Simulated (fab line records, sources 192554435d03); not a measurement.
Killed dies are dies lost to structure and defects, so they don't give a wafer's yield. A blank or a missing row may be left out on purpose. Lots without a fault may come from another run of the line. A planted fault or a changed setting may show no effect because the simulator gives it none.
Split-lot experiment | flow n5_finfet | 7 lots, 39 wafers read, on a route of 1938 steps

THE SPLIT
At N5_FIN_SAQP_HM_DEP_72 (deposits SiO2 from SiH4/N2O, target thk 12 nm, time 7.2 s), the setting time_s was moved away from the recipe's 7.2 s on 12 of the 39 wafers read, by -12.8% to +12.8%. The other wafers ran this setting at the recipe's value.

FROM THE SPLIT TO THE READING: what the file shows between them, 4 steps
- N5_FIN_SAQP_COAT_49: time 60 s, resist thk 100 nm
- N5_FIN_SAQP_COAT_50: time 60 s, resist thk 35 nm
- N5_FIN_SAQP_ETCH_52: etches SOC in N2/H2, target depth 100 nm, overetch 20 nm, time 150 s
- N5_FIN_SAQP_STRIP_53: strips in N2/H2

THE READING
etch.depth_nm (the simulator's own value, which no gauge read), in nm, at N5_FIN_SAQP_HM_OPEN_73 (chemistry CHF3/O2, target SiO2, stops on a-Si, target depth 12 nm, time 16.8 s). The file gives no usual value for it. The 27 wafers here that ran the recipe average 11.85 nm, standard deviation 0.15 nm.

wafer  | tool, chamber at the split | time_s as run, s | against the recipe | etch.depth_nm, nm | against lot-mates on the recipe
L074.1 | pecvd-03, 0                | 7.2              | recipe             | 11.83             | -
L074.2 | pecvd-03, 1                | 7.2              | recipe             | 11.92             | -
L074.3 | pecvd-03, 1                | 8.124            | +12.8%             | 13.78             | +1.90
L074.4 | pecvd-03, 0                | 7.2              | recipe             | 11.9              | -
L074.5 | pecvd-03, 1                | 8.124            | +12.8%             | 13.8              | +1.92
L074.6 | pecvd-03, 0                | 8.124            | +12.8%             | 13.41             | +1.53
L075.2 | pecvd-04, 0                | 7.2              | recipe             | 11.71             | -
L075.4 | pecvd-04, 1                | 7.2              | recipe             | 12.17             | -
L075.6 | pecvd-04, 0                | 7.2              | recipe             | 11.9              | -
L080.1 | pecvd-03, 0                | 7.2              | recipe             | 11.75             | -
L080.2 | pecvd-03, 1                | 7.2              | recipe             | 11.92             | -
L080.3 | pecvd-03, 2                | 7.2              | recipe             | 11.76             | -
L080.4 | pecvd-03, 0                | 7.2              | recipe             | 11.77             | -
L080.5 | pecvd-03, 2                | 7.2              | recipe             | 11.86             | -
L080.6 | pecvd-03, 1                | 7.2              | recipe             | 11.98             | -
L087.1 | pecvd-01, 0                | 6.275            | -12.8%             | 10.21             | -1.55
L087.2 | pecvd-01, 1                | 6.275            | -12.8%             | 10.09             | -1.67
L087.3 | pecvd-01, 2                | 7.2              | recipe             | 11.59             | -
L087.4 | pecvd-01, 2                | 7.2              | recipe             | 11.76             | -
L087.5 | pecvd-01, 1                | 7.2              | recipe             | 11.94             | -
L087.6 | pecvd-01, 0                | 6.275            | -12.8%             | 10.35             | -1.41
L089.1 | pecvd-03, 1                | 6.412            | -10.9%             | 10.61             | -1.42
L089.2 | pecvd-03, 2                | 6.412            | -10.9%             | 10.59             | -1.44
L089.3 | pecvd-03, 0                | 6.412            | -10.9%             | 10.56             | -1.47
L089.4 | pecvd-03, 0                | 7.2              | recipe             | 11.95             | -
L089.5 | pecvd-03, 2                | 7.2              | recipe             | 11.94             | -
L089.6 | pecvd-03, 1                | 7.2              | recipe             | 12.21             | -
L090.1 | pecvd-01, 2                | 7.2              | recipe             | 11.75             | -
L090.2 | pecvd-01, 0,1              | 7.2              | recipe             | 11.67             | -
L090.4 | pecvd-01, 0,1              | 7.2              | recipe             | 11.67             | -
L090.3 | pecvd-01, 1                | 7.2              | recipe             | 11.54             | -
L090.5 | pecvd-01, 2                | 7.2              | recipe             | 11.85             | -
L090.6 | pecvd-01, 0                | 7.2              | recipe             | 11.94             | -
L093.1 | pecvd-01, 0                | 7.2              | recipe             | 11.9              | -
L093.2 | pecvd-01, 1                | 7.2              | recipe             | 11.83             | -
L093.3 | pecvd-01, 2                | 7.2              | recipe             | 12                | -
L093.4 | pecvd-01, 2                | 6.743            | -6.3%              | 11.33             | -0.58
L093.5 | pecvd-01, 0                | 6.743            | -6.3%              | 11.51             | -0.40
L093.6 | pecvd-01, 1                | 6.743            | -6.3%              | 11.2              | -0.71
Where a row lists several chambers, the file gives one row for several wafers and doesn't say which wafer went through which chamber.

THE FIT
A straight line over all 39 wafers: etch.depth_nm changes by +0.127 nm for each +1% of time_s; r = +0.98; the points scatter about the line by 0.17 nm.
The same after taking each lot's own level away (the mean of its wafers on the recipe; 39 wafers): +0.128 nm for each +1%; r = +0.98; scatter 0.15 nm.
On that fit, the largest move of time_s shifts the reading by 1.6 nm.
The lots' own levels span 11.737 to 12.033 nm, that is 2.0 times the standard deviation above.
So the lot-to-lot level changes the slope little: the two slopes agree.
Check: with one of the wafers moved furthest among these (-12.8%) left out of the fit, the line predicts -1.62 nm for it against its lot-mates. It came out at -1.55 nm against them.

OTHER SPLITS ON THESE WAFERS
These wafers also went through other splits before the reading. Each is held against what the fit with the lots' levels taken away leaves over:
other split on the same wafers      | wafers away from the commonest value | r with etch.depth_nm (lot level and that fit taken away)
N5_ZERO_LAYER_PECVD_02 target_thk_a | 9                                    | +0.02

THE WHOLE CHAIN: every reading that the file lists as answering this split, in the file's order
step                   | what it does                                                                   | reading                                                                            | change (the file's fit)               | r (the file's)
N5_FIN_SAQP_HM_DEP_72  | deposits SiO2 from SiH4/N2O, target thk 12 nm, time 7.2 s                      | SiO2_of_FIN_SAQP_HM_DEP_72.thk_nm (the simulator's own value, which no gauge read) | +0.127 nm for each +1% of the setting | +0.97
N5_FIN_SAQP_HM_OPEN_73 | chemistry CHF3/O2, target SiO2, stops on a-Si, target depth 12 nm, time 16.8 s | etch.depth_nm (the simulator's own value, which no gauge read)                     | +0.127 nm for each +1% of the setting | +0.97

THE FILE'S OWN FIT
etch.depth_nm changes by +0.127 nm for each +1% of time_s, r = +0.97.
